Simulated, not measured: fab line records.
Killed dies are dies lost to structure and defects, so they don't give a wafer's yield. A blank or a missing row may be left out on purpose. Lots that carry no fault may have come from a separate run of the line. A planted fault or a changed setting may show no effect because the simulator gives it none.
fab line records	flow n5_finfet	part 1 of 2: steps 1 to 4 of 6
[record] lots = 21	wafers = 63	last_day = 20
route steps=1938 shown GATE_CUT@470 MOL_CONTACT_COAG@538
lots untouched by any fault: they come from a run of this same line in which no faults occurred
start_h: the number of hours between the record's first day and the start of the first shown wafer of the lot	wait_h: hours from the lot's prior step to this one	" unchanged from the row above	L1.1+2: one row covering several wafers at once	- no value present, or no start provided	* or withheld: withheld	< > ~ a bound
route shown NAME@n: names a module that has steps shown in the file, with the first one's number in the route	usual: mean/standard deviation of fault-free wafers	same: alike in all rows	chamber/n: place in a boat	sites: the reading at each site	_std_site: the standard deviation of these	_edge_site: the outer-site mean with the inner-site mean subtracted	radius_mm: how far each site lies from the wafer's centre	mask NAME#n: copy n	behind: the last tool/chamber to shape the wafer	hold: cause of the lot's hold/its duration in hours/its outcome	device: which transistor (n, p or np) failed to switch	end of line: the route-end tests of the same wafers	a step without rows: its recipe alone	killed: count of dies lost to structure and defects at first sort (not the wafer's yield)	map: a wafer's dies, x killed, . not, _ none there
set.NAME: the setting as run; set.NAME@STEP: as run at that earlier step	model.NAME: the simulator's own value behind a step, which no gauge read
steps of the route over a sample of lots; a table a step, a row a wafer
services: when a tool's chamber went out of use (start_h, in hours from the record's first day, below 0 if earlier), for how many hours, and the reason
[[steps]]
[step N5_GATE_CUT_STRIP_59]
[recipe] chemistry = N2/H2	time_s = 20	power_w = 100	temp_c = 40	pressure_mtorr = 100	rf_frequency_hz = 6e+07	bias_power_w = 3	n2_flow_sccm = 300	h2_flow_sccm = 300
[usual] drypump_motor_current_A = 5.7/0.38	oes_product_au = 0.78/0.085	rf_vpp_V = 45.2/0.75	showerhead_plenum_p_Torr = 3.37/0.11	temp_c = 39.99/0.091	throttle_valve_pct = 12.31/0.21
[same] time_s = 20
lot.wafer	tool	chamber	start_h	wait_h	drypump_motor_current_A	oes_product_au	rf_hours_counter_h	rf_vpp_V	showerhead_plenum_p_Torr	temp_c	throttle_valve_pct
L074.2	rie_diel-02	3	80.03	0.1	6.0	0.75	148	45.0	3.25	39.96	12.22
L074.5	"	1	"	"	5.6	0.77	-	44.1	3.25	40.03	12.39
L074.6	"	0	"	"	4.8	0.69	-	44.5	3.46	39.94	12.57
L075.2	rie_diel-02	3	89.71	0.1	5.9	0.76	152	45.1	3.25	39.89	12.22
L075.3	"	0	"	"	4.8	0.69	228	44.8	3.46	40.03	12.58
L075.4	"	2	"	"	6.1	0.92	35	44.1	3.30	39.88	12.07
L076.1	rie_diel-03	0	94.81	0.1	6.0	0.85	68	46.3	3.56	39.96	12.22
L076.2	"	1	"	"	5.7	0.75	154	45.8	3.38	39.91	12.58
L076.4	"	3	"	"	5.5	0.73	149	45.1	3.52	40.16	12.30
L077.1	rie_diel-02	1	99.08	0.1	5.6	0.77	139	45.0	3.25	40.02	12.42
L077.2	"	2	"	"	6.1	0.90	39	44.0	3.30	40.05	12.09
L077.5	"	2	"	"	6.1	0.90	-	45.8	3.30	40.06	12.09
L078.1	rie_diel-02	2	101.60	0.1	6.1	0.89	39	44.4	3.30	40.01	12.09
L078.3	"	1	"	"	5.6	0.76	140	44.2	3.25	40.11	12.42
L078.5	"	1	"	"	5.6	0.76	-	43.5	3.25	39.87	12.41
L079.3	rie_diel-05	0	112.25	0.1	5.8	0.70	198	44.6	3.34	39.88	12.17
L079.5	"	0	"	"	5.8	0.70	-	45.0	3.34	40.03	12.17
L079.6	"	2	"	"	6.2	0.67	-	45.7	3.32	39.89	12.59
L080.3	rie_diel-02	3	115.45	0.1	5.9	0.76	162	45.2	3.25	39.90	12.27
L080.5	"	0	"	"	4.8	0.68	-	45.8	3.46	40.03	12.58
L080.6	"	2	"	"	6.1	0.90	-	46.8	3.30	40.17	12.08
L081.1	rie_diel-05	3	123.87	0.1	6.4	0.77	138	47.6	3.37	40.20	12.42
L081.3	"	1	"	"	5.3	0.91	28	45.1	3.45	40.20	11.87
L081.6	"	0	"	"	5.8	0.71	-	45.1	3.34	40.05	12.19
L082.1	rie_diel-03	2	130.10	0.1	5.7	0.72	189	44.6	3.23	40.23	12.35
L082.3	"	0	"	"	5.9	0.84	77	44.9	3.56	40.15	12.26
L082.4	"	3	"	"	5.5	0.71	161	44.6	3.51	39.97	12.33
L085.2	rie_diel-03	2	146.46	0.1	5.7	0.71	194	45.3	3.23	40.06	12.37
L085.3	"	3	"	"	5.5	0.72	166	44.1	3.51	39.97	12.35
L085.6	"	3	"	"	5.5	0.72	-	46.1	3.51	39.91	12.33
L087.2	rie_diel-03	3	159.67	0.1	5.5	0.71	171	45.3	3.50	39.99	12.35
L087.3	"	0	"	"	5.9	0.83	87	45.6	3.55	40.04	12.28
L087.5	"	0	"	"	6.0	0.83	-	45.7	3.55	40.03	12.27
L088.2	rie_diel-03	3	165.45	0.1	5.5	0.71	174	45.4	3.50	39.98	12.37
L088.4	"	2	"	"	5.7	0.70	203	46.0	3.22	39.98	12.38
L088.5	"	0	"	"	5.9	0.81	-	46.5	3.55	40.04	12.29
L089.2	rie_diel-03	3	173.69	0.1	5.5	0.71	178	44.2	3.50	40.02	12.36
L089.4	"	1	"	"	5.8	0.73	184	46.3	3.36	40.03	12.65
L089.5	"	0	"	"	6.0	0.81	-	46.0	3.55	39.83	12.31
L090.1	rie_diel-03	1	174.38	0.1	5.8	0.73	184	45.2	3.36	40.09	12.65
L090.4	"	0	"	"	5.9	0.82	94	44.6	3.55	39.93	12.29
L090.5	"	3	"	"	5.5	0.71	-	46.1	3.50	40.02	12.37
L091.1	rie_diel-05	1	203.02	0.1	5.3	0.89	39	44.0	3.44	40.04	11.91
L091.4	"	2	"	"	6.2	0.95	7	44.2	3.32	39.92	11.96
L091.6	"	0	"	"	5.8	0.69	-	46.3	3.33	39.85	12.23
L092.1	rie_diel-02	2	203.72	0.1	6.1	0.86	65	45.0	3.29	39.94	12.13
L092.2	"	1	"	"	5.6	0.74	161	45.5	3.24	39.79	12.46
L092.5	"	0	"	"	4.8	1.02	-	45.5	3.45	39.88	11.99
L093.1	rie_diel-05	2	204.69	0.1	6.2	0.97	7	45.7	3.32	39.99	11.96
L093.3	"	3	"	"	6.4	0.77	148	45.3	3.37	40.07	12.44
L093.5	"	3	"	"	6.4	0.76	-	44.8	3.37	40.15	12.46
L096.1	rie_diel-05	2	247.46	0.1	6.2	0.92	19	46.0	3.31	39.96	11.99
L096.2	"	0	"	"	5.8	0.68	223	45.0	3.33	40.16	12.24
L096.3	"	1	"	"	5.4	0.88	46	45.7	3.44	39.91	11.93
L095.1	rie_diel-03	1	248.21	0.1	5.7	0.71	199	46.9	3.35	40.20	12.68
L095.2	"	0	"	"	5.9	0.79	109	46.7	3.54	39.84	12.34
L095.4	"	2	"	"	5.7	0.69	221	45.7	3.22	39.97	12.42
L094.1	rie_diel-02	2	249.92	0.1	6.1	0.85	75	45.5	3.28	40.04	12.17
L094.4	"	0	"	"	4.8	0.96	11	45.4	3.44	39.98	12.02
L094.5	"	1	"	"	5.6	0.74	-	45.0	3.23	39.98	12.50
L097.4	rie_diel-05	1	250.76	0.0	5.4	0.88	-	44.3	3.44	39.89	11.92
L097.5	"	2	"	"	6.2	0.93	-	43.7	3.31	40.03	11.99
L097.6	"	3	"	"	6.4	0.76	-	44.7	3.36	39.87	12.48
[step N5_GATE_CUT_ETCH_28]
[recipe] chemistry = N2/H2	target = underlayer	target_depth_a = 130	mask_material = CAR-EUV	time_s = 10.4	ion_energy_ev = 200	pressure_mtorr = 30	source_w = 840	bias_w = 150	n2_flow_sccm = 200	h2_flow_sccm = 200	ends = cleared
[usual] drypump_motor_current_A = 5.7/0.32	etch_rf_on_time_s = 10.38/0.16	oes_product_au = 0.66/0.067	rf_vpp_V = 523.3/2.8	showerhead_plenum_p_Torr = 2.53/0.093	throttle_valve_pct = 17.98/0.17
lot.wafer	tool	chamber	start_h	wait_h	drypump_motor_current_A	etch_rf_on_time_s	oes_product_au	rf_hours_counter_h	rf_vpp_V	showerhead_plenum_p_Torr	throttle_valve_pct
L074.2	rie_diel-03	1	83.35	0.0	5.7	10.36	0.64	152	524.5	2.54	18.25
L074.5	"	3	"	"	5.5	10.50	0.62	-	528.4	2.65	17.94
L074.6	"	0	"	"	5.9	10.29	0.72	-	527.8	2.69	17.95
L075.2	rie_diel-02	3	93.31	0.0	5.9	10.15	0.64	153	521.2	2.44	17.86
L075.3	"	1	"	"	5.5	10.28	0.65	137	518.8	2.44	18.11
L075.4	"	3	"	"	5.9	10.17	0.65	-	520.6	2.44	17.86
L076.1	rie_diel-05	0	98.80	0.0	5.8	10.79	0.59	193	524.2	2.52	17.73
L076.2	"	2	"	"	6.2	10.40	0.58	247	522.2	2.50	18.12
L076.4	"	2	"	"	6.2	10.41	0.58	-	523.6	2.50	18.12
L077.1	rie_diel-03	1	103.14	0.0	5.8	10.32	0.64	157	523.4	2.54	18.25
L077.2	"	0	"	"	6.0	10.29	0.71	71	528.5	2.69	17.96
L077.5	"	2	"	"	5.7	10.29	0.61	-	521.4	2.43	17.90
L078.1	rie_diel-03	0	105.31	0.0	6.0	10.35	0.72	71	527.1	2.69	17.96
L078.3	"	2	"	"	5.7	10.40	0.62	181	519.6	2.43	17.93
L078.5	"	0	"	"	5.9	10.28	0.72	-	526.7	2.69	17.97
L079.3	rie_diel-02	0	115.88	0.0	4.8	10.55	0.59	235	525.5	2.61	18.18
L079.5	"	3	"	"	5.9	10.19	0.64	-	522.2	2.44	17.87
L079.6	"	2	"	"	6.1	10.16	0.77	-	523.1	2.48	17.80
L080.3	rie_diel-03	1	118.88	0.0	5.8	10.38	0.63	162	522.0	2.54	18.27
L080.5	"	2	"	"	5.7	10.29	0.61	-	520.4	2.43	17.91
L080.6	"	3	"	"	5.5	10.52	0.61	-	525.4	2.65	17.96
L081.1	rie_diel-02	1	127.18	0.0	5.6	10.41	0.66	144	519.8	2.44	18.09
L081.3	"	0	"	"	4.8	10.46	0.59	239	524.9	2.61	18.18
L081.6	"	2	"	"	6.0	10.20	0.76	-	520.1	2.48	17.82
L082.1	rie_diel-03	3	133.54	0.0	5.5	10.49	0.61	162	526.3	2.65	17.96
L082.3	"	1	"	"	5.8	10.37	0.63	167	523.8	2.54	18.28
L082.4	"	0	"	"	5.9	10.27	0.72	79	528.1	2.68	17.99
L085.2	rie_diel-02	3	167.22	0.0	6.0	10.30	0.63	173	521.7	2.44	17.89
L085.3	"	0	"	"	4.8	10.58	0.58	247	527.0	2.60	18.20
L085.6	"	3	"	"	5.9	10.24	0.63	-	520.4	2.44	17.89
L087.2	rie_diel-03	1	169.46	0.0	5.7	10.44	0.61	182	524.7	2.53	18.31
L087.3	"	2	"	"	5.7	10.48	0.60	205	521.2	2.42	17.96
L087.5	"	2	"	"	5.7	10.53	0.59	-	521.2	2.42	17.95
L088.2	rie_diel-03	0	171.67	0.0	5.9	10.34	0.69	93	527.1	2.68	17.98
L088.4	"	2	"	"	5.7	10.59	0.59	207	520.5	2.42	17.95
L088.5	"	1	"	"	5.8	10.34	0.62	-	524.3	2.53	18.29
L089.2	rie_diel-02	3	177.03	0.0	5.9	10.42	0.63	177	520.1	2.43	17.93
L089.4	"	1	"	"	5.6	10.62	0.64	-	521.1	2.44	18.12
L089.5	"	2	"	"	6.1	10.26	0.73	-	522.3	2.48	17.84
L090.1	rie_diel-03	0	177.69	0.0	5.9	10.40	0.68	95	527.9	2.68	18.02
L090.4	"	2	"	"	5.7	10.47	0.59	209	519.3	2.42	17.97
L090.5	"	1	"	"	5.8	10.45	0.61	-	523.0	2.53	18.32
L091.1	rie_diel-02	1	214.11	0.0	5.6	10.52	0.64	162	520.5	2.43	18.14
L091.4	"	2	"	"	6.0	10.31	0.73	66	523.3	2.47	17.85
L091.6	"	3	"	"	5.9	10.16	0.63	-	521.2	2.43	17.90
L092.1	rie_diel-02	1	214.49	0.0	5.6	10.42	0.64	162	519.9	2.43	18.12
L092.2	"	2	"	"	6.1	10.19	0.73	66	522.9	2.47	17.86
L092.5	"	3	"	"	5.9	10.20	0.62	-	519.3	2.43	17.93
L093.1	rie_diel-03	0	214.98	0.0	5.9	10.27	0.69	100	526.6	2.67	18.03
L093.3	"	3	"	"	5.6	10.53	0.60	184	526.5	2.64	18.01
L093.5	"	2	"	"	5.7	10.36	0.60	-	521.3	2.42	17.98
L096.1	rie_diel-03	0	250.89	0.0	5.9	10.31	0.68	110	526.5	2.67	18.03
L096.2	"	3	"	"	5.5	10.52	0.60	193	525.4	2.63	18.01
L096.3	"	2	"	"	5.7	10.42	0.58	221	520.4	2.42	17.99
L095.1	rie_diel-05	0	251.89	0.0	5.8	10.68	0.58	224	523.6	2.51	17.78
L095.2	"	3	"	"	6.4	10.23	0.65	160	524.6	2.53	18.13
L095.4	"	1	"	"	5.4	10.35	0.74	48	524.8	2.59	17.66
L094.1	rie_diel-02	2	253.36	0.0	6.1	10.07	0.73	76	521.7	2.47	17.88
L094.4	"	0	"	"	4.8	10.11	0.82	-	525.5	2.60	17.78
L094.5	"	1	"	"	5.6	10.41	0.63	-	520.9	2.43	18.15
L097.4	rie_diel-02	2	254.50	0.0	6.1	10.23	0.72	-	522.0	2.47	17.87
L097.5	"	1	"	"	5.6	10.49	0.63	-	523.1	2.43	18.14
L097.6	"	0	"	"	4.8	10.11	0.82	-	525.1	2.60	17.76
[step N5_GATE_CUT_CUT_ETCH_53]
[recipe] chemistry = SF6/Cl2	target = W	mask_material = SiO2	target_depth_a = 792	pressure_mtorr = 8	icp_w = 900	bias_w = 80	SF6_flow_sccm = 40	Cl2_flow_sccm = 60	ends = cleared
[usual] SF6_flow_sccm = 39.99/0.12	drypump_motor_current_A = 6.0/0.44	etch_rf_on_time_s = 26.1/0.37	oes_product_au = 0.69/0.11	throttle_valve_pct = 28.85/0.24
lot.wafer	tool	chamber	start_h	wait_h	SF6_flow_sccm	drypump_motor_current_A	etch_rf_on_time_s	oes_product_au	rf_hours_counter_h	throttle_valve_pct
L074.2	rie_metal-02	1	83.71	0.1	39.80	6.0	25.7	0.80	12	29.21
L074.5	"	0	"	"	40.12	5.6	26.5	0.58	-	28.69
L074.6	"	1	"	"	40.05	6.0	25.5	0.81	-	29.19
L075.2	rie_metal-02	1	93.67	0.1	40.08	6.0	25.5	0.80	14	29.20
L075.3	"	1	"	"	40.05	6.0	25.7	0.81	-	29.20
L075.4	"	0	"	"	39.88	5.7	26.4	0.59	-	28.72
L076.1	rie_metal-01	0	99.16	0.1	39.98	6.8	25.9	0.53	138	28.92
L076.2	"	0	"	"	39.79	6.7	26.0	0.54	-	28.93
L076.4	"	0	"	"	39.89	6.7	26.2	0.53	-	28.92
L077.1	rie_metal-01	1	103.50	0.1	40.21	6.2	26.2	0.73	29	28.54
L077.2	"	0	"	"	40.27	6.8	26.4	0.53	139	28.94
L077.5	"	0	"	"	40.05	6.8	26.4	0.53	-	28.92
L078.1	rie_metal-02	0	105.67	0.1	39.84	5.6	26.2	0.58	106	28.71
L078.3	"	1	"	"	40.03	6.1	25.5	0.81	-	29.21
L078.5	"	1	"	"	40.02	6.0	25.9	0.79	-	29.20
L079.3	rie_metal-02	0	116.26	0.1	40.15	5.7	26.4	0.58	-	28.73
L079.5	"	1	"	"	39.80	6.0	25.6	0.79	-	29.19
L079.6	"	0	"	"	40.03	5.7	26.5	0.58	-	28.71
L080.3	rie_metal-03	1	119.26	0.1	40.09	5.1	26.2	0.73	-	28.74
L080.5	"	0	"	"	40.11	5.9	26.0	0.58	-	28.57
L080.6	"	1	"	"	40.09	5.1	26.0	0.74	-	28.71
L081.1	rie_metal-02	1	127.54	0.1	39.99	6.0	25.8	0.79	16	29.22
L081.3	"	0	"	"	39.93	5.6	26.4	0.58	-	28.72
L081.6	"	0	"	"	40.07	5.6	26.5	0.58	-	28.71
L082.1	rie_metal-02	1	133.90	0.1	40.14	6.0	26.1	0.78	17	29.20
L082.3	"	1	"	"	40.06	6.0	25.9	0.78	-	29.23
L082.4	"	0	"	"	39.96	5.7	26.8	0.57	-	28.72
L085.2	rie_metal-02	1	167.58	0.1	39.89	6.1	25.9	0.77	20	29.22
L085.3	"	0	"	"	39.84	5.7	26.6	0.57	-	28.73
L085.6	"	1	"	"	39.97	6.1	25.8	0.78	-	29.22
L087.2	rie_metal-02	1	169.82	0.1	40.01	6.0	26.0	0.78	21	29.21
L087.3	"	1	"	"	40.10	6.0	25.8	0.77	-	29.21
L087.5	"	0	"	"	40.04	5.7	26.5	0.57	-	28.72
L088.2	rie_metal-01	1	172.03	0.1	39.86	6.2	25.9	0.72	36	28.57
L088.4	"	1	"	"	39.88	6.2	25.9	0.72	-	28.56
L088.5	"	1	"	"	39.89	6.2	25.8	0.72	-	28.55
L089.2	rie_metal-02	0	177.38	0.1	39.89	5.6	26.5	0.57	113	28.74
L089.4	"	0	"	"	39.90	5.6	26.7	0.57	-	28.72
L089.5	"	1	"	"	39.97	6.0	26.1	0.76	-	29.21
L090.1	rie_metal-03	1	178.04	0.1	39.98	5.1	26.3	0.73	37	28.73
L090.4	"	0	"	"	39.97	5.9	26.2	0.57	-	28.60
L090.5	"	1	"	"	39.94	5.1	26.1	0.73	-	28.75
L091.1	rie_metal-02	1	214.47	0.1	40.10	6.0	25.9	0.77	23	29.22
L091.4	"	1	"	"	39.91	6.1	26.1	0.75	-	29.24
L091.6	"	1	"	"	40.13	6.1	26.1	0.76	-	29.22
L092.1	rie_metal-01	1	214.84	0.1	39.99	6.2	26.0	0.71	38	28.56
L092.2	"	0	"	"	40.03	6.7	25.5	0.86	3	28.81
L092.5	"	1	"	"	40.16	6.2	26.2	0.71	-	28.53
L093.1	rie_metal-02	0	215.34	0.1	39.89	5.6	26.6	0.57	115	28.72
L093.3	"	1	"	"	39.86	6.0	25.7	0.76	-	29.22
L093.5	"	1	"	"	39.91	6.0	25.7	0.76	-	29.21
L096.1	rie_metal-02	0	251.25	0.1	39.94	5.7	26.3	0.57	116	28.74
L096.2	"	1	"	"	40.08	6.0	25.9	0.75	25	29.24
L096.3	"	1	"	"	39.98	6.0	25.8	0.75	-	29.22
L095.1	rie_metal-01	0	252.25	0.1	40.09	6.7	25.5	0.85	4	28.80
L095.2	"	1	"	"	39.98	6.2	26.1	0.70	39	28.58
L095.4	"	1	"	"	39.98	6.2	26.2	0.70	-	28.57
L094.1	rie_metal-01	0	253.72	0.1	39.82	6.8	25.5	0.85	4	28.80
L094.4	"	1	"	"	39.90	6.2	26.1	0.71	-	28.57
L094.5	"	1	"	"	39.87	6.2	26.3	0.70	-	28.56
L097.4	rie_metal-01	0	254.87	0.0	39.91	6.8	25.4	0.85	-	28.82
L097.5	"	1	"	"	39.97	6.1	26.1	0.70	-	28.56
L097.6	"	0	"	"	39.90	6.8	25.3	0.85	-	28.80
[step N5_GATE_CUT_VAPOR_ETCH_49]
[recipe] chemistry = BCl3/Cl2	target = TiAlC	mode = isotropic
[usual] drypump_motor_current_A = 6.0/0.44	oes_product_au = 0.77/0.12
lot.wafer	tool	chamber	start_h	wait_h	drypump_motor_current_A	oes_product_au
L074.2	rie_metal-02	1	83.92	0.0	6.0	0.90
L074.5	"	0	"	"	5.7	0.65
L074.6	"	1	"	"	6.1	0.89
L075.2	rie_metal-02	1	93.88	0.0	6.0	0.89
L075.3	"	1	"	"	6.1	0.89
L075.4	"	0	"	"	5.6	0.66
L076.1	rie_metal-01	0	99.58	0.1	6.8	0.59
L076.2	"	0	"	"	6.8	0.59
L076.4	"	0	"	"	6.8	0.59
L077.1	rie_metal-01	1	103.71	0.0	6.2	0.81
L077.2	"	0	"	"	6.7	0.58
L077.5	"	0	"	"	6.7	0.59
L078.1	rie_metal-02	0	105.88	0.0	5.6	0.65
L078.3	"	1	"	"	6.0	0.89
L078.5	"	1	"	"	6.0	0.89
L079.3	rie_metal-02	0	116.46	0.0	5.6	0.65
L079.5	"	1	"	"	6.1	0.88
L079.6	"	0	"	"	5.6	0.64
L080.3	rie_metal-03	1	119.46	0.0	5.2	0.82
L080.5	"	0	"	"	5.9	0.64
L080.6	"	1	"	"	5.1	0.82
L081.1	rie_metal-02	1	127.75	0.0	6.0	0.88
L081.3	"	0	"	"	5.6	0.65
L081.6	"	0	"	"	5.6	0.65
L082.1	rie_metal-02	1	134.11	0.0	6.0	0.87
L082.3	"	1	"	"	6.0	0.87
L082.4	"	0	"	"	5.6	0.64
L085.2	rie_metal-02	1	167.79	0.0	6.0	0.86
L085.3	"	0	"	"	5.7	0.64
L085.6	"	1	"	"	6.0	0.86
L087.2	rie_metal-02	1	170.03	0.0	6.0	0.87
L087.3	"	1	"	"	6.0	0.86
L087.5	"	0	"	"	5.6	0.64
L088.2	rie_metal-01	1	172.24	0.0	6.1	0.80
L088.4	"	1	"	"	6.1	0.79
L088.5	"	1	"	"	6.2	0.79
L089.2	rie_metal-02	0	177.59	0.0	5.7	0.64
L089.4	"	0	"	"	5.6	0.64
L089.5	"	1	"	"	6.0	0.86
L090.1	rie_metal-03	1	178.25	0.0	5.1	0.80
L090.4	"	0	"	"	5.9	0.63
L090.5	"	1	"	"	5.1	0.81
L091.1	rie_metal-02	1	214.68	0.0	6.0	0.84
L091.4	"	1	"	"	6.0	0.84
L091.6	"	1	"	"	6.0	0.84
L092.1	rie_metal-01	1	215.05	0.0	6.2	0.79
L092.2	"	0	"	"	6.8	0.95
L092.5	"	1	"	"	6.2	0.78
L093.1	rie_metal-02	0	215.55	0.0	5.7	0.63
L093.3	"	1	"	"	6.0	0.84
L093.5	"	1	"	"	6.1	0.85
L096.1	rie_metal-02	0	251.46	0.0	5.6	0.63
L096.2	"	1	"	"	6.0	0.84
L096.3	"	1	"	"	6.0	0.84
L095.1	rie_metal-01	0	252.46	0.0	6.7	0.94
L095.2	"	1	"	"	6.2	0.79
L095.4	"	1	"	"	6.2	0.78
L094.1	rie_metal-01	0	253.93	0.0	6.7	0.93
L094.4	"	1	"	"	6.2	0.78
L094.5	"	1	"	"	6.2	0.78
L097.4	rie_metal-01	0	255.07	0.0	6.8	0.93
L097.5	"	1	"	"	6.2	0.77
L097.6	"	0	"	"	6.8	0.93
